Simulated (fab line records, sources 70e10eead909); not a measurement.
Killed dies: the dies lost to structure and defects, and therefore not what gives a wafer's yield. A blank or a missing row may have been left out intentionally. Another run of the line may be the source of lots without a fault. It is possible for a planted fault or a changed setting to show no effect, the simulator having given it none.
Code-filled problem report in 8D (eight disciplines) form    flow nandHarc    the parts of the form that need people (team, actions taken, sign-off) are left out

== 1. PROBLEM STATEMENT ==
At NHARC_A_CONTACT_CD_MEAS_42, cdNm averages 188.0 nm over 9 wafers from 3 lots, while fault-free wafers read 200.2 nm, standard deviation 0.4. That puts it -30 standard deviations away from the usual mean.
The step: target cd 200 nm.
The first sign was on wafer L649.1 at day 20 19:41, on cdSem-01. The record has a number at this step for 36 wafers belonging to 12 lots. Rule for "out" (also "out of limits"): further than 4 standard deviations from the usual mean. The rest of the wafers with a number are treated as sound.

== 2. WHAT THIS IS AND IS NOT ==
question                     is                            is not
which readings at this step  cdNm                          -
which lots                   L646, L648, L649              L628, L630, L631, L633, L634, L635, L643, L650, L651
which wafers of those lots   all that have a number        -
read on which gauges         cdSem-01, cdSem-02, cdSem-03  -
when                         from day 20 19:41             up to then (21 sound wafers); but 6 sound wafers of L650, L651 came after

== 3. SUSPECTS, AND WHAT RULES EACH OUT ==
Counting: any tool at a process step up to the reading is kept as a suspect provided that every lot that is out went through it and no sound lot did after the first of them.
- the gauge at NHARC_A_CONTACT_CD_MEAS_42 has been ruled out. Those wafers that are out were read across 3 gauges (cdSem-01, cdSem-02, cdSem-03).
- arfiScanner-02 at NHARC_A_CONTACT_EXPOSE_39 (exposes mask A CC 3): kept. It processed each lot that is out, first L649 at day 20 19:33, and no sound lot thereafter; up to then, the last sound lot it processed was L634 at day 17 22:00. Its own readings are out on those wafers: exposureDoseMJCm2.
After counting, what remains is arfiScanner-02 at NHARC_A_CONTACT_EXPOSE_39.

== 4. THE CAUSE (what the simulator had put in) ==
Process parameter drift: arfiScanner-02, from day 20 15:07 on, at NHARC_A_CONTACT_EXPOSE_39. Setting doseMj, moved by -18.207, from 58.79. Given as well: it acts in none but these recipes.
Only this tool survived the counting.

== 5. SEQUENCE OF EFFECTS, ordered by route ==
Rows list readings where the struck wafers' mean (over those with a number) sits beyond 3 standard deviations from the usual. Scope: only readings with a usual standard deviation given in the record; hours: median across lots of the time from each lot's start at the first step in this table that gives one to its start at this step; sigmas: change in usual standard deviations.
hours  step                        reading            usual     on struck wafers  change  sigmas
0      NHARC_A_CONTACT_EXPOSE_39   exposureDoseMJCm2  58.81     43.75             -15.06  -99 or more
0      NHARC_A_CONTACT_CD_MEAS_42  cdNm               200.2 nm  188.0             -12.2   -30
It contains these process steps:
- NHARC_A_CONTACT_EXPOSE_39: exposes mask A CC 3.

== 6. WHAT WOULD HAVE CAUGHT IT SOONER ==
In this record the first reading out of limits at a measuring or inspecting step was taken at day 20 19:41, 5 hours after the fault began at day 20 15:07.
Tool's own readings at NHARC_A_CONTACT_EXPOSE_39, exposureDoseMJCm2: out on all struck wafers the step has rows for; an alarm limit on them would have tripped on the first.
Lots out: 3; of these, L648, L646 started NHARC_A_CONTACT_EXPOSE_39 on arfiScanner-02 after day 20 19:41. A hold on the tool at that time would have spared those 2.
